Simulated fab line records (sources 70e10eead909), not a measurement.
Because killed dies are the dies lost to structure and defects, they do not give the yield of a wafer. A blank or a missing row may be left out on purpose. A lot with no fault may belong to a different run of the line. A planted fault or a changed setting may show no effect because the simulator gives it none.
Struck lot and sound lot, side by side -- flow nand_harc -- 13 steps out of a route of 1159
Sound: wafers L657.4, L657.5, L657.6. Wafers L666.2, L666.5, L666.6 were the ones struck. The cause comes at the end.
Per side, at each step with rows, come the tool, then ch with its chambers, and then its first start. Under that, the readings that differ: sound wafers -- struck wafers -- difference of the means -- sigmas: that difference in standard deviations of wafers without a fault.
alike: same words and numbers on both sides, and readings whose means sit less than 2 such deviations apart. not compared: any withheld reading, any reading some wafer has no value for, any bound like >300 that may hide the same value, and any number with overlapping values for which the record gives no deviation.
Wherever a step has rows on one side only, a row that says differs or no value, or a row with sigmas, the two part there. When numbers do not overlap yet have no deviation, they are printed without sigmas and do not part them. A reading missing from all wafers of one side parts the sides only when that side holds two or more wafers.

first, 2 steps without rows for these wafers: NHARC_A_SOURCE_PLATE_SRD_01; NHARC_A_SOURCE_PLATE_OXIDE_02 (material SiO2, target thk 10 nm, ox time 1362 s).
NHARC_A_SOURCE_PLATE_THK_MEAS_09: measures by ellipsometry.
  struck on film_metro-01, day 9 05:38; sound on film_metro-01, day 7 07:58
  alike: thk_nm
then, 3 steps without rows for these wafers: NHARC_A_SOURCE_PLATE_PVD_04 (deposits WSi2, target thk 50 nm); NHARC_A_SOURCE_PLATE_CVD_03 (deposits poly-Si, target thk 200 nm, time 4000 s); NHARC_A_SOURCE_PLATE_ANNEAL_05 (time 1800 s).
NHARC_A_SOURCE_PLATE_THK_MEAS_06: measures by ellipsometry.
  struck on film_metro-02, day 9 18:53; sound on film_metro-01, day 7 22:25
  alike: thk_nm
NHARC_A_SOURCE_PLATE_INSPECT_08:
  struck on defect_inspect-01, day 9 18:56; sound on defect_inspect-01, day 7 22:29
  alike: raw_defect_count
then, no rows for these wafers at 1 step: NHARC_A_ONON_D1_DEP_00 (target thk 1000 nm).
NHARC_A_ONON_D1_THK_MEAS_02: measures by ellipsometry.
  struck on film_metro-02, day 9 19:31; sound on film_metro-01, day 7 23:04
  alike: thk_nm
NHARC_A_ONON_D1_DEP_03: target thk 1000 nm.
  sound on pecvd_onon-03 ch 0, day 7 23:17; struck on pecvd_onon-03 ch 0, day 9 19:38
  alike: susceptor_temp_C
NHARC_A_ONON_D1_THK_MEAS_05: measures by ellipsometry.
  struck on film_metro-01, day 9 20:16; sound on film_metro-02, day 7 23:37
reading,sound,struck,difference,sigmas
thk_nm (nm),1005 1007 1006,623 622 623,-383,-46
  not compared: hold
NHARC_END_SORT_01:
  the record has rows for the sound wafers here (prober-02 ch 0, day 19 05:59) and none for the struck ones

== WHERE THEY PART ==
Last at NHARC_END_SORT_01 as far as this record goes, first at NHARC_A_ONON_D1_THK_MEAS_05.

WHY: what had been put in by the simulator
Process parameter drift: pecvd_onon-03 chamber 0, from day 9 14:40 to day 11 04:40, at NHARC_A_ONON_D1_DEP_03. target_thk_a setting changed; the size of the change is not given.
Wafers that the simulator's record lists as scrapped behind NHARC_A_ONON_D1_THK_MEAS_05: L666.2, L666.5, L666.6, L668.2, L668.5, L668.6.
